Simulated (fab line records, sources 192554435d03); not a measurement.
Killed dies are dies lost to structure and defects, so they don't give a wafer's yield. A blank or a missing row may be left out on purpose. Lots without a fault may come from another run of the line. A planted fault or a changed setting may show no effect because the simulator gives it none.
Split-lot experiment | flow n5_finfet | 7 lots, 39 wafers read, on a route of 1938 steps

THE SPLIT
At N5_HKMG_FIN_ETCH_54 (etches SiARC in CF4, target depth 45.5 nm, time 75.8 s), the setting source_w was moved away from the recipe's 545 W on 9 of the 39 wafers read, by -15.5% to +15.7%. The other wafers ran this setting at the recipe's value.

The reading is taken at the split's own step.

THE READING
rf_vpp_V, in V, at N5_HKMG_FIN_ETCH_54 (etches SiARC in CF4, target depth 45.5 nm, time 75.8 s). Fault-free wafers of this fab line usually give 184.1 V, standard deviation 1.3 V.

wafer  | tool, chamber at the split | source_w as run, W | against the recipe | rf_vpp_V, V | against lot-mates on the recipe
L078.1 | rie_diel-01, 1             | 545                | recipe             | 185.6       | -
L078.2 | rie_diel-01, 3             | 545                | recipe             | 182.4       | -
L078.3 | rie_diel-01, 2             | 545                | recipe             | 182.8       | -
L078.4 | rie_diel-01, 0             | 545                | recipe             | 182.2       | -
L078.5 | rie_diel-01, 0             | 545                | recipe             | 184.8       | -
L078.6 | rie_diel-01, 3             | 545                | recipe             | 184.6       | -
L081.2 | rie_diel-04, 3             | 545                | recipe             | 185.9       | -
L081.3 | rie_diel-04, 2             | 545                | recipe             | 185.2       | -
L081.4 | rie_diel-04, 1             | 545                | recipe             | 185.7       | -
L082.1 | rie_diel-04, 0             | 545                | recipe             | 183.9       | -
L082.2 | rie_diel-04, 2             | 545                | recipe             | 185.4       | -
L082.3 | rie_diel-04, 1             | 545                | recipe             | 186.1       | -
L082.4 | rie_diel-04, 3             | 460.5              | -15.5%             | 197.4       | +12.3
L082.5 | rie_diel-04, 2             | 460.5              | -15.5%             | 194.8       | +9.7
L082.6 | rie_diel-04, 1             | 460.5              | -15.5%             | 195.8       | +10.7
L083.1 | rie_diel-01, 1             | 545                | recipe             | 184.0       | -
L083.2 | rie_diel-01, 3             | 587.3              | +7.8%              | 178.3       | -5.9
L083.3 | rie_diel-01, 2             | 545                | recipe             | 183.1       | -
L083.4 | rie_diel-01, 0             | 587.3              | +7.8%              | 179.6       | -4.6
L083.5 | rie_diel-01, 2             | 587.3              | +7.8%              | 177.2       | -7.0
L083.6 | rie_diel-01, 1             | 545                | recipe             | 185.5       | -
L092.1 | rie_diel-01, 2             | 545                | recipe             | 181.3       | -
L092.2 | rie_diel-01, 1             | 545                | recipe             | 185.5       | -
L092.3 | rie_diel-01, 0             | 545                | recipe             | 184.7       | -
L092.4 | rie_diel-01, 3             | 545                | recipe             | 181.3       | -
L092.5 | rie_diel-01, 1             | 545                | recipe             | 184.9       | -
L092.6 | rie_diel-01, 2             | 545                | recipe             | 182.7       | -
L094.1 | rie_diel-01, 0             | 630.6              | +15.7%             | 175.3       | -7.7
L094.2 | rie_diel-01, 2             | 545                | recipe             | 181.9       | -
L094.3 | rie_diel-01, 1             | 630.6              | +15.7%             | 176.3       | -6.7
L094.4 | rie_diel-01, 3             | 545                | recipe             | 184.2       | -
L094.5 | rie_diel-01, 2             | 630.6              | +15.7%             | 173.6       | -9.4
L094.6 | rie_diel-01, 3             | 545                | recipe             | 182.8       | -
L097.1 | rie_diel-05, 3             | 545                | recipe             | 181.5       | -
L097.2 | rie_diel-05, 1             | 545                | recipe             | 185.5       | -
L097.3 | rie_diel-05, 2             | 545                | recipe             | 185.0       | -
L097.4 | rie_diel-05, 0             | 545                | recipe             | 183.9       | -
L097.5 | rie_diel-05, 1             | 545                | recipe             | 184.6       | -
L097.6 | rie_diel-05, 2             | 545                | recipe             | 184.0       | -

THE FIT
A straight line over all 39 wafers: rf_vpp_V changes by -0.68 V for each +1% of source_w; r = -0.95; the points scatter about the line by 1.5 V.
The same after taking each lot's own level away (the mean of its wafers on the recipe; 39 wafers): -0.62 V for each +1%; r = -0.95; scatter 1.4 V.
On that fit, the largest move of source_w shifts the reading by 9.7 V.
The lots' own levels span 182.97 to 185.60 V, that is 2.0 times the standard deviation above.
So the lot-to-lot level changes the slope little: the two slopes agree.
Check: with one of the wafers moved furthest among these (+15.7%) left out of the fit, the line predicts -9.95 V for it against its lot-mates. It came out at -7.67 V against them.
Tool readings at the split's step, against how far the setting was moved: rf_vpp_V r = -0.95.

OTHER SPLITS ON THESE WAFERS
These wafers also went through other splits before the reading. Each is held against what the fit with the lots' levels taken away leaves over:
other split on the same wafers    | wafers away from the commonest value | r with rf_vpp_V (lot level and that fit taken away)
N5_DUMMY_GATE_ETCH_37 source_w    | 12                                   | -0.26
N5_SD_EPI_N_LINER_46 target_thk_a | 15                                   | -0.02

THE FILE'S OWN FIT
rf_vpp_V changes by -0.616 V for each +1% of source_w, r = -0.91.
